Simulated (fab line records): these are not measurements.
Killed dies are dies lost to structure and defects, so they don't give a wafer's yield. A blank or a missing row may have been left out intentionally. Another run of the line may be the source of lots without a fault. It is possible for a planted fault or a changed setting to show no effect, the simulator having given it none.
Split-lot trial :: flow n5 finfet :: 7 lots, 39 wafers read, on a route of 1938 steps

THE SPLIT ITSELF
At N5_FIN_SAQP_MANDREL_ETCH_22 (etches a-Si in HBr/Cl2, stops on SiNx, target depth 60 nm, bt time 10 s, time 30 s), the setting icp w was moved away from the recipe's 800 W on 15 of the 39 wafers read, by -14.1% to +16.7%. For the rest of the wafers, this setting stayed at what the recipe calls for.

The split's own step is where the reading is taken.

THE READING
SOC_of_FIN_SAQP_COAT_49.thk nm (the simulator's own value, which no gauge read), in nm, at N5_FIN_SAQP_MANDREL_ETCH_22 (etches a-Si in HBr/Cl2, stops on SiNx, target depth 60 nm, bt time 10 s, time 30 s). The file does not state a usual value for it. Across the 24 wafers here that went through the recipe, the average is 75.92 nm and the standard deviation 0.44 nm.

wafer: L077.1
tool, chamber at the split: rie si-05, 2
icp w as run, W: 800
against the recipe: recipe
SOC_of_FIN_SAQP_COAT_49.thk nm, nm: 75.5
against lot-mates on the recipe: -

wafer: L077.2
tool, chamber at the split: rie si-05, 3
icp w as run, W: 895.8
against the recipe: +12.0%
SOC_of_FIN_SAQP_COAT_49.thk nm, nm: 75.11
against lot-mates on the recipe: -1.14

wafer: L077.3
tool, chamber at the split: rie si-05, 1
icp w as run, W: 895.8
against the recipe: +12.0%
SOC_of_FIN_SAQP_COAT_49.thk nm, nm: 75.35
against lot-mates on the recipe: -0.90

wafer: L077.4
tool, chamber at the split: rie si-05, 0
icp w as run, W: 895.8
against the recipe: +12.0%
SOC_of_FIN_SAQP_COAT_49.thk nm, nm: 75.33
against lot-mates on the recipe: -0.92

wafer: L077.5
tool, chamber at the split: rie si-05, 3
icp w as run, W: 800
against the recipe: recipe
SOC_of_FIN_SAQP_COAT_49.thk nm, nm: 76.69
against lot-mates on the recipe: -

wafer: L077.6
tool, chamber at the split: rie si-05, 0
icp w as run, W: 800
against the recipe: recipe
SOC_of_FIN_SAQP_COAT_49.thk nm, nm: 76.56
against lot-mates on the recipe: -

wafer: L078.1
tool, chamber at the split: rie si-05, 3
icp w as run, W: 933.6
against the recipe: +16.7%
SOC_of_FIN_SAQP_COAT_49.thk nm, nm: 74.76
against lot-mates on the recipe: -1.10

wafer: L078.2
tool, chamber at the split: rie si-05, 1
icp w as run, W: 800
against the recipe: recipe
SOC_of_FIN_SAQP_COAT_49.thk nm, nm: 75.85
against lot-mates on the recipe: -

wafer: L078.3
tool, chamber at the split: rie si-05, 0
icp w as run, W: 800
against the recipe: recipe
SOC_of_FIN_SAQP_COAT_49.thk nm, nm: 75.92
against lot-mates on the recipe: -

wafer: L078.4
tool, chamber at the split: rie si-05, 2
icp w as run, W: 933.6
against the recipe: +16.7%
SOC_of_FIN_SAQP_COAT_49.thk nm, nm: 73.48
against lot-mates on the recipe: -2.38

wafer: L078.5
tool, chamber at the split: rie si-05, 0
icp w as run, W: 800
against the recipe: recipe
SOC_of_FIN_SAQP_COAT_49.thk nm, nm: 75.81
against lot-mates on the recipe: -

wafer: L078.6
tool, chamber at the split: rie si-05, 1
icp w as run, W: 933.6
against the recipe: +16.7%
SOC_of_FIN_SAQP_COAT_49.thk nm, nm: 74.12
against lot-mates on the recipe: -1.74

wafer: L082.1
tool, chamber at the split: rie si-02, 0
icp w as run, W: 687.5
against the recipe: -14.1%
SOC_of_FIN_SAQP_COAT_49.thk nm, nm: 77.45
against lot-mates on the recipe: +1.30

wafer: L082.2
tool, chamber at the split: rie si-02, 3
icp w as run, W: 800
against the recipe: recipe
SOC_of_FIN_SAQP_COAT_49.thk nm, nm: 76.07
against lot-mates on the recipe: -

wafer: L082.3
tool, chamber at the split: rie si-02, 2
icp w as run, W: 687.5
against the recipe: -14.1%
SOC_of_FIN_SAQP_COAT_49.thk nm, nm: 77.75
against lot-mates on the recipe: +1.60

wafer: L082.4
tool, chamber at the split: rie si-02, 1
icp w as run, W: 687.5
against the recipe: -14.1%
SOC_of_FIN_SAQP_COAT_49.thk nm, nm: 78.15
against lot-mates on the recipe: +2.00

wafer: L082.5
tool, chamber at the split: rie si-02, 0
icp w as run, W: 800
against the recipe: recipe
SOC_of_FIN_SAQP_COAT_49.thk nm, nm: 76.27
against lot-mates on the recipe: -

wafer: L082.6
tool, chamber at the split: rie si-02, 3
icp w as run, W: 800
against the recipe: recipe
SOC_of_FIN_SAQP_COAT_49.thk nm, nm: 76.12
against lot-mates on the recipe: -

wafer: L084.1
tool, chamber at the split: rie si-02, 2
icp w as run, W: 800
against the recipe: recipe
SOC_of_FIN_SAQP_COAT_49.thk nm, nm: 75.74
against lot-mates on the recipe: -

wafer: L084.2
tool, chamber at the split: rie si-02, 3
icp w as run, W: 800
against the recipe: recipe
SOC_of_FIN_SAQP_COAT_49.thk nm, nm: 75.34
against lot-mates on the recipe: -

wafer: L084.3
tool, chamber at the split: rie si-02, 1
icp w as run, W: 800
against the recipe: recipe
SOC_of_FIN_SAQP_COAT_49.thk nm, nm: 76.09
against lot-mates on the recipe: -

wafer: L084.4
tool, chamber at the split: rie si-02, 0
icp w as run, W: 800
against the recipe: recipe
SOC_of_FIN_SAQP_COAT_49.thk nm, nm: 75.91
against lot-mates on the recipe: -

wafer: L084.5
tool, chamber at the split: rie si-02, 0
icp w as run, W: 800
against the recipe: recipe
SOC_of_FIN_SAQP_COAT_49.thk nm, nm: 75.68
against lot-mates on the recipe: -

wafer: L084.6
tool, chamber at the split: rie si-02, 1
icp w as run, W: 800
against the recipe: recipe
SOC_of_FIN_SAQP_COAT_49.thk nm, nm: 76.26
against lot-mates on the recipe: -

wafer: L085.1
tool, chamber at the split: rie si-05, 3
icp w as run, W: 855.5
against the recipe: +6.9%
SOC_of_FIN_SAQP_COAT_49.thk nm, nm: 75.28
against lot-mates on the recipe: -0.38

wafer: L085.2
tool, chamber at the split: rie si-05, 0
icp w as run, W: 800
against the recipe: recipe
SOC_of_FIN_SAQP_COAT_49.thk nm, nm: 76
against lot-mates on the recipe: -

wafer: L085.3
tool, chamber at the split: rie si-05, 1
icp w as run, W: 855.5
against the recipe: +6.9%
SOC_of_FIN_SAQP_COAT_49.thk nm, nm: 75.2
against lot-mates on the recipe: -0.46

wafer: L085.4
tool, chamber at the split: rie si-05, 2
icp w as run, W: 800
against the recipe: recipe
SOC_of_FIN_SAQP_COAT_49.thk nm, nm: 75.06
against lot-mates on the recipe: -

wafer: L085.5
tool, chamber at the split: rie si-05, 3
icp w as run, W: 855.5
against the recipe: +6.9%
SOC_of_FIN_SAQP_COAT_49.thk nm, nm: 75.66
against lot-mates on the recipe: +0.00

wafer: L085.6
tool, chamber at the split: rie si-05, 0
icp w as run, W: 800
against the recipe: recipe
SOC_of_FIN_SAQP_COAT_49.thk nm, nm: 75.92
against lot-mates on the recipe: -

wafer: L090.1
tool, chamber at the split: rie si-05, 2
icp w as run, W: 800
against the recipe: recipe
SOC_of_FIN_SAQP_COAT_49.thk nm, nm: 75.23
against lot-mates on the recipe: -

wafer: L090.5
tool, chamber at the split: rie si-05, 1
icp w as run, W: 800
against the recipe: recipe
SOC_of_FIN_SAQP_COAT_49.thk nm, nm: 75.76
against lot-mates on the recipe: -

wafer: L090.6
tool, chamber at the split: rie si-05, 2
icp w as run, W: 800
against the recipe: recipe
SOC_of_FIN_SAQP_COAT_49.thk nm, nm: 75.07
against lot-mates on the recipe: -

wafer: L093.1
tool, chamber at the split: rie si-02, 3
icp w as run, W: 710.6
against the recipe: -11.2%
SOC_of_FIN_SAQP_COAT_49.thk nm, nm: 77.13
against lot-mates on the recipe: +0.72

wafer: L093.2
tool, chamber at the split: rie si-02, 0
icp w as run, W: 710.6
against the recipe: -11.2%
SOC_of_FIN_SAQP_COAT_49.thk nm, nm: 77.33
against lot-mates on the recipe: +0.92

wafer: L093.3
tool, chamber at the split: rie si-02, 1
icp w as run, W: 800
against the recipe: recipe
SOC_of_FIN_SAQP_COAT_49.thk nm, nm: 76.49
against lot-mates on the recipe: -

wafer: L093.4
tool, chamber at the split: rie si-02, 2
icp w as run, W: 710.6
against the recipe: -11.2%
SOC_of_FIN_SAQP_COAT_49.thk nm, nm: 77.98
against lot-mates on the recipe: +1.57

wafer: L093.5
tool, chamber at the split: rie si-02, 2
icp w as run, W: 800
against the recipe: recipe
SOC_of_FIN_SAQP_COAT_49.thk nm, nm: 76.4
against lot-mates on the recipe: -

wafer: L093.6
tool, chamber at the split: rie si-02, 1
icp w as run, W: 800
against the recipe: recipe
SOC_of_FIN_SAQP_COAT_49.thk nm, nm: 76.33
against lot-mates on the recipe: -

THE FIT
A straight line over all 39 wafers: SOC_of_FIN_SAQP_COAT_49.thk nm changes by -0.109 nm for each +1% of icp w; r = -0.88; the points scatter about the line by 0.46 nm.
The same after taking each lot's own level away (the mean of its wafers on the recipe; 39 wafers): -0.0987 nm for each +1%; r = -0.91; scatter 0.35 nm.
The reading moves by 1.6 nm for the largest change in icp w, on that fit.
From 75.353 to 76.407 nm: that is the span of the lots' own levels, equal to 2.4 times the standard deviation above.
So the lot-to-lot level changes the slope: the two fits differ.
Check: with one of the wafers moved furthest among these (+16.7%) left out of the fit, the line predicts -1.67 nm for it against its lot-mates. It came out at -1.1 nm against them.

THE FILE'S OWN FIT
SOC_of_FIN_SAQP_COAT_49.thk nm changes by -0.0979 nm for each +1% of icp w, r = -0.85.
